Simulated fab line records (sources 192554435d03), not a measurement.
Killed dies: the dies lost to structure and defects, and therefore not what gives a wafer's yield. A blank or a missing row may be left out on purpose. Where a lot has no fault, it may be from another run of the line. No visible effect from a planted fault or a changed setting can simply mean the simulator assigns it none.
Split-lot study	flow n5-finfet	on a route of 1938 steps: 7 lots, 21 wafers read

## ON THE SPLIT
At N5_BEOL_M7_EXPOSE_08 (exposes mask M7), the setting dose-mj was moved away from the recipe's 68.25 on 4 of the 21 wafers read, by -6.6% to -2.3%. This setting was run at the recipe's value on the other wafers.

## FROM THE SPLIT TO THE READING: what the file shows between them, 2 steps
- N5_BEOL_M7_PEB_09: peb time 60 s
- N5_BEOL_M7_DEVELOP_10: develop time 30 s

## THE READING
cd-nm, in nm, at N5_BEOL_M7_CD_MEAS_11 (target cd 38.5 nm). A value of 38.1 nm with a standard deviation of 0.6 nm is what fault-free wafers of this fab line usually give.

wafer	tool, chamber at the split	dose-mj as run	against the recipe	cd-nm, nm	against lot-mates on the recipe
L074.1	arfi-scanner-02, 0	68.25	recipe	38.4	-
L074.3	arfi-scanner-02, 0	68.25	recipe	37.5	-
L074.5	arfi-scanner-02, 0	66.68	-2.3%	36.5	-1.5
L077.3	arfi-scanner-01, 0	68.25	recipe	38.3	-
L077.4	arfi-scanner-01, 0	68.25	recipe	38.4	-
L077.5	arfi-scanner-01, 0	68.25	recipe	37.6	-
L081.3	arfi-scanner-03, 0	68.25	recipe	37.9	-
L081.5	arfi-scanner-03, 0	68.25	recipe	37.4	-
L081.6	arfi-scanner-03, 0	68.25	recipe	37.7	-
L085.3	arfi-scanner-01, 0	68.25	recipe	38.8	-
L085.4	arfi-scanner-01, 0	68.25	recipe	38.2	-
L085.5	arfi-scanner-01, 0	68.25	recipe	38.6	-
L089.1	arfi-scanner-01, 0	68.25	recipe	38.2	-
L089.3	arfi-scanner-01, 0	68.25	recipe	37.9	-
L089.5	arfi-scanner-01, 0	68.25	recipe	37.3	-
L093.2	arfi-scanner-02, 0	68.25	recipe	38.1	-
L093.5	arfi-scanner-02, 0	63.76	-6.6%	35.1	-3.0
L093.6	arfi-scanner-02, 0	63.76	-6.6%	35.8	-2.3
L096.1	arfi-scanner-03, 0	68.25	recipe	37.5	-
L096.2	arfi-scanner-03, 0	65.4	-4.2%	35.7	-2.1
L096.5	arfi-scanner-03, 0	68.25	recipe	38.2	-

FIT RESULTS
A straight line over all 21 wafers: cd-nm changes by +0.421 nm for each +1% of dose-mj; r = +0.89; the points scatter about the line by 0.46 nm.
The same after taking each lot's own level away (the mean of its wafers on the recipe; 21 wafers): +0.427 nm for each +1%; r = +0.93; scatter 0.36 nm.
According to that fit, moving dose-mj by its largest amount changes the reading by 2.8 nm.
From 37.67 to 38.53 nm: that is the span of the lots' own levels, equal to 1.4 times the standard deviation above.
The two slopes agree, so the slope changes little with the lot-to-lot level.
Check: -2.73 nm against its lot-mates is what the line predicts for one of the wafers moved furthest among these (-6.6%) when that wafer is left out of the fit. Against them it came out at -3 nm.

## FURTHER SPLITS ON THESE WAFERS
Note: prior to the reading, these wafers also went through further splits. Each is held against what the fit with the lots' levels taken away leaves over:
other split on the same wafers	wafers away from the commonest value	r with cd-nm (lot level and that fit taken away)
N5_BEOL_M4_COAT_22 spin-rpm	5	+0.20
N5_BEOL_M4_TRENCH_ETCH_37 source-w	8	-0.19
N5_BEOL_M5_ETCH_62 source-w	6	+0.10
N5_BEOL_M5_COAT_74 spin-rpm	3	-0.06
N5_BEOL_M6_PECVD_70 temp-c	5	+0.12

## THE WHOLE CHAIN: every reading that the file lists as answering this split, in the file's order
step	what it does	reading	change (the file's fit)	r (the file's)
N5_BEOL_M7_CD_MEAS_11	target cd 38.5 nm	cd-nm	+0.446 nm for each +1% of the setting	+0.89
N5_BEOL_M7_ETCH_62	etches SOC in N2/H2, target depth 110 nm, overetch 22 nm, time 165 s	BEOL_M7.cd-offset-nm (the simulator's own value, which no gauge read)	+0.429 nm for each +1% of the setting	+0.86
N5_BEOL_M7_HM_OPEN_17	chemistry Cl2/BCl3, target TiN, target depth 20 nm, overetch 6 nm	BEOL_M7.cd-offset-nm (the simulator's own value, which no gauge read)	+0.41 nm for each +1% of the setting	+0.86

## FILE'S OWN FIT
cd-nm changes by +0.446 nm for each +1% of dose-mj, r = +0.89.
